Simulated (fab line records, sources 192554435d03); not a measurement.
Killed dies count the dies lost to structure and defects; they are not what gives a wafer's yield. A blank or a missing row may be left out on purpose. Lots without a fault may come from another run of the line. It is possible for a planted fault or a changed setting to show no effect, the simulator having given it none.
Chamber matching | flow n5 finfet | N5_FIN_SAQP_SPACER2_ETCHBACK_29 on rie diel-02 has 4 sister chambers
The step etches SiO2 in CHF3/O2, target depth 12.2 nm, time 6.1 s. 16 wafers are shown with their chamber, then 8 later ones without.

== WAFERS WITH THEIR CHAMBER ==
wafer  | chamber | throttle valve pct (%) | drypump motor current A (A) | showerhead plenum p Torr (Torr)
L074.2 | 3       | 19.30                  | 5.56                        | 2.41
L074.3 | 0       | 18.73                  | 5.57                        | 2.40
L074.5 | 3       | 19.31                  | 5.57                        | 2.41
L076.1 | 0       | 18.75                  | 5.65                        | 2.40
L076.2 | 1       | 19.01                  | 5.87                        | 2.49
L076.5 | 2       | 18.82                  | 5.39                        | 2.40
L081.1 | 1       | 19.03                  | 5.88                        | 2.49
L081.3 | 2       | 18.83                  | 5.39                        | 2.40
L081.6 | 0       | 18.76                  | 5.60                        | 2.40
L084.2 | 0       | 18.79                  | 5.59                        | 2.39
L084.3 | 3       | 19.35                  | 5.56                        | 2.40
L084.6 | 2       | 18.82                  | 5.37                        | 2.39
L088.1 | 0       | 18.80                  | 5.67                        | 2.39
L088.4 | 3       | 19.37                  | 5.56                        | 2.40
L088.5 | 0       | 18.79                  | 5.67                        | 2.39
L090.3 | 3       | 19.36                  | 5.57                        | 2.40

SIGNATURES (means of the wafers above)
reading                  | chamber 0 | chamber 1 | chamber 2 | chamber 3 | scatter within a chamber
throttle valve pct       | 18.7700   | 19.0200   | 18.8233   | 19.3380   | 0.0257
drypump motor current A  | 5.6250    | 5.8750    | 5.3833    | 5.5640    | 0.0288
showerhead plenum p Torr | 2.3950    | 2.4900    | 2.3967    | 2.4040    | 0.0053
Rule: for each reading, subtract the chamber's mean from the wafer's reading, divide by that reading's scatter and square the result; add these up over the readings and take the root, which gives the wafer's distance from the chamber. The wafer belongs to the nearest chamber; if the next one is less than 2 further off, it can't be placed. The scatter: the root of (the sum of the squares of (reading less its chamber's mean) over the shown wafers, divided by (wafers less chambers)).

== WAFERS WITH NO CHAMBER GIVEN ==
wafer  | throttle valve pct (%) | drypump motor current A (A) | showerhead plenum p Torr (Torr)
L090.4 | 19.06                  | 5.87                        | 2.48
L090.5 | 19.08                  | 5.87                        | 2.48
L093.1 | 19.38                  | 5.55                        | 2.39
L093.2 | 18.80                  | 5.65                        | 2.39
L093.5 | 19.39                  | 5.55                        | 2.39
L094.1 | 19.38                  | 5.57                        | 2.39
L094.2 | 18.81                  | 5.58                        | 2.38
L094.4 | 19.09                  | 5.86                        | 2.48

== EACH ONE'S CHAMBER ==
wafer  | from the rows above | in truth
L090.4 | 1                   | 1
L090.5 | 1                   | 1
L093.1 | 3                   | 3
L093.2 | 0                   | 0
L093.5 | 3                   | 3
L094.1 | 3                   | 3
L094.2 | 0                   | 0
L094.4 | 1                   | 1
Correctly placed: 8 of 8. Left unplaced by these rows: 0. Number placed wrongly: 0.
